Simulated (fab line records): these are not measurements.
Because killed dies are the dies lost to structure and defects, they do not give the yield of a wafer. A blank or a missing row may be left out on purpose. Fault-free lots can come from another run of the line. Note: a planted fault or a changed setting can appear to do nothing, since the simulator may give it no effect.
Which of the tools did it? + flow n5Finfet + 30 wafers from 10 lots sampled at 4 of the route's 1938 steps

WHAT THE GAUGES SHOWED, per wafer
N5_PASSIVATION_OVL_MEAS_66.
| lot  | measured     | on         | PASS_OPEN_OVL (nm) |
|------|--------------|------------|--------------------|
| L436 | day 11 21:25 | overlay-01 | -6 -10 -5          |
| L437 | day 12 18:23 | overlay-01 | -1 3 -8            |
| L440 | day 14 00:49 | overlay-01 | -4 -7 3            |
| L442 | day 13 08:41 | overlay-02 | -7 3 1             |
| L443 | day 14 12:07 | overlay-02 | 7 -3 4             |
| L444 | day 14 17:16 | overlay-02 | -3 -4 -1           |
| L446 | day 15 15:46 | overlay-02 | 3 0 1              |
| L448 | day 16 01:40 | overlay-01 | -2 -9 -5           |
| L452 | day 16 06:29 | overlay-02 | 9 -4 -6            |
| L453 | day 17 02:46 | overlay-02 | -4 7 -8            |

WHICH TOOL RAN EACH LOT (tool, then ch and the chambers of the sampled wafers, then the start)
| lot  | N5_PMOS_HMC_CHANNEL_EPI_STRIP_33 | N5_MIM_BOT_ETCH_STRIP_01          | N5_PASSIVATION_ETCH_15                       |
|------|----------------------------------|-----------------------------------|----------------------------------------------|
| L436 | rieDiel-03 ch 0,1,2, day 1 18:04 | rieDiel-02 ch 0,1, day 11 15:35   | rieDiel-03 ch 0,1,3, day 11 21:25 or earlier |
| L437 | rieDiel-04 ch 0,3, day 1 23:39   | rieDiel-02 ch 0,2,3, day 12 08:59 | rieDiel-04 ch 1,2,3, day 12 18:23 or earlier |
| L440 | rieDiel-04 ch 2,3, day 2 17:50   | rieDiel-01 ch 0,1, day 13 20:17   | rieDiel-03 ch 0,1, day 14 00:49 or earlier   |
| L442 | rieDiel-05 ch 0,1,3, day 3 05:21 | rieDiel-01 ch 1,2,3, day 13 02:46 | rieDiel-05 ch 1,2,3, day 13 08:41 or earlier |
| L443 | rieDiel-04 ch 0,2,3, day 3 11:26 | rieDiel-06 ch 0,1, day 14 06:53   | rieDiel-04 ch 0,2, day 14 12:07 or earlier   |
| L444 | rieDiel-03 ch 0,2,3, day 3 17:39 | rieDiel-02 ch 0,1,3, day 14 11:55 | rieDiel-05 ch 0,2,3, day 14 17:16 or earlier |
| L446 | rieDiel-04 ch 0,1,2, day 4 05:37 | rieDiel-06 ch 1,2,3, day 15 08:22 | rieDiel-05 ch 0,1,2, day 15 15:46 or earlier |
| L448 | rieDiel-04 ch 1,3, day 4 17:41   | rieDiel-01 ch 2,3, day 15 20:07   | rieDiel-04 ch 0,1,3, day 16 01:40 or earlier |
| L452 | rieDiel-04 ch 0,2,3, day 5 18:05 | rieDiel-02 ch 1,2,3, day 16 01:21 | rieDiel-05 ch 0,1,3, day 16 06:29 or earlier |
| L453 | rieDiel-04 ch 0,2,3, day 5 23:13 | rieDiel-06 ch 0,1,3, day 16 17:12 | rieDiel-04 ch 0,1,3, day 17 02:46 or earlier |
- N5_PMOS_HMC_CHANNEL_EPI_STRIP_33: strips in N2/H2.
- N5_MIM_BOT_ETCH_STRIP_01: strips in O2.
- N5_PASSIVATION_ETCH_15: etches SiCN in CF4/N2, target depth 75 nm, time 81.2 s.

THE ANSWER, worked out from the rows above alone
Rule: the lots themselves supply what counts as usual. The widest of any qualifying gaps counts: lots, ordered by their means at a reading, are off when they make up no more than a third of the lots, leave a main group of 4 or more, and stand apart from it by 3 or more times the standard deviation of that group's means. A main group whose means are all the same, to the digits that the tables above print for the reading, isn't used. Also off: a lot with no number at a reading for which 4 or more lots have one. The other lots that the step has rows for count as sound.
No lot is off on any of the readings shown, so nothing can be concluded from this.

WHAT THE SIMULATOR PUT IN
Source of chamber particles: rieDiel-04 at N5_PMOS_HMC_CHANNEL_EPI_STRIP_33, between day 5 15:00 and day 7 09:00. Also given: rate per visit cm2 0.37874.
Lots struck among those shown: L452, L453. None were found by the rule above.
